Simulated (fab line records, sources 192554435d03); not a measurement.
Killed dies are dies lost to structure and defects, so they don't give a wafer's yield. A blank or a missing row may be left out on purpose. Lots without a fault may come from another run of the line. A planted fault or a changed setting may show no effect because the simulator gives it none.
Problem report in the 8D (eight disciplines) form, filled by code | flow n5_finfet | the parts of the form that need people (team, actions taken, sign-off) are left out

1. THE PROBLEM
h2_flow_sccm at N5_FIN_CUT_ETCH_21 reads a mean of 220.0 sccm on 6 wafers of 2 lots; wafers without a fault read 200.0 sccm with a standard deviation of 0.65. That is +31 standard deviations from the usual mean.
The step: etches SOC in N2/H2, target depth 219 nm, overetch 43.8 nm, time 523.5 s.
First seen on wafer L169.1, day 5 15:35, on rie_diel-06. The record holds 34 wafers of 12 lots with a number at this step. Rule for "out", or "out of limits": more than 4 standard deviations from the usual mean. The other wafers with a number count as sound.

2. WHAT IT IS AND WHAT IT IS NOT
question                    | is                     | is not
which readings at this step | h2_flow_sccm           | drypump_motor_current_A, oes_product_au, rf_vpp_V, showerhead_plenum_p_Torr
which lots                  | L169, L170             | L155, L156, L157, L159, L162, L163, L164, L174, L177, L178
which wafers of those lots  | all that have a number | -
read on which tools         | rie_diel-06            | rie_diel-03
when                        | from day 5 15:35       | up to then (19 sound wafers); but 9 sound wafers of L174, L177, L178 came after

3. SUSPECTS, AND WHAT RULES EACH OUT
Counting: a tool at a process step up to the reading stays a suspect if it ran every lot that is out and no sound lot after the first of them.
- rie_diel-06 at N5_FIN_CUT_ETCH_21 (etches SOC in N2/H2, target depth 219 nm, overetch 43.8 nm, time 523.5 s): kept. It ran every lot that is out, first L169 (day 5 15:35), and no sound lot after that; its last sound lot up to then is L164 (day 4 10:56). Its own readings are out on those wafers: h2_flow_sccm.
Left after counting: rie_diel-06 at N5_FIN_CUT_ETCH_21.

4. THE CAUSE (what the simulator had put in)
Process parameter drift: rie_diel-06, from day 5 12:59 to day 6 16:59, at N5_FIN_CUT_ETCH_21. Setting h2_flow_sccm, moved by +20, from 200. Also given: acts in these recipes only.
Counting left only this tool.

5. THE CHAIN OF EFFECTS, in route order
Each row: a reading whose mean over the struck wafers that have a number lies more than 3 standard deviations from the usual. Only readings for which the record gives a usual standard deviation are gone through. hours: the time from each lot's start at the first step in this table that gives one to its start at this step, as a median over the lots. sigmas: the change in usual standard deviations.
hours | step               | reading      | usual      | on struck wafers | change | sigmas
0     | N5_FIN_CUT_ETCH_21 | h2_flow_sccm | 200.0 sccm | 220.0            | +20.0  | +31
The process steps in it:
- N5_FIN_CUT_ETCH_21: etches SOC in N2/H2, target depth 219 nm, overetch 43.8 nm, time 523.5 s.

6. WHAT WOULD HAVE CAUGHT IT SOONER
In this record the first reading out of limits was taken at day 5 15:35, 3 hours after the fault began at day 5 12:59.
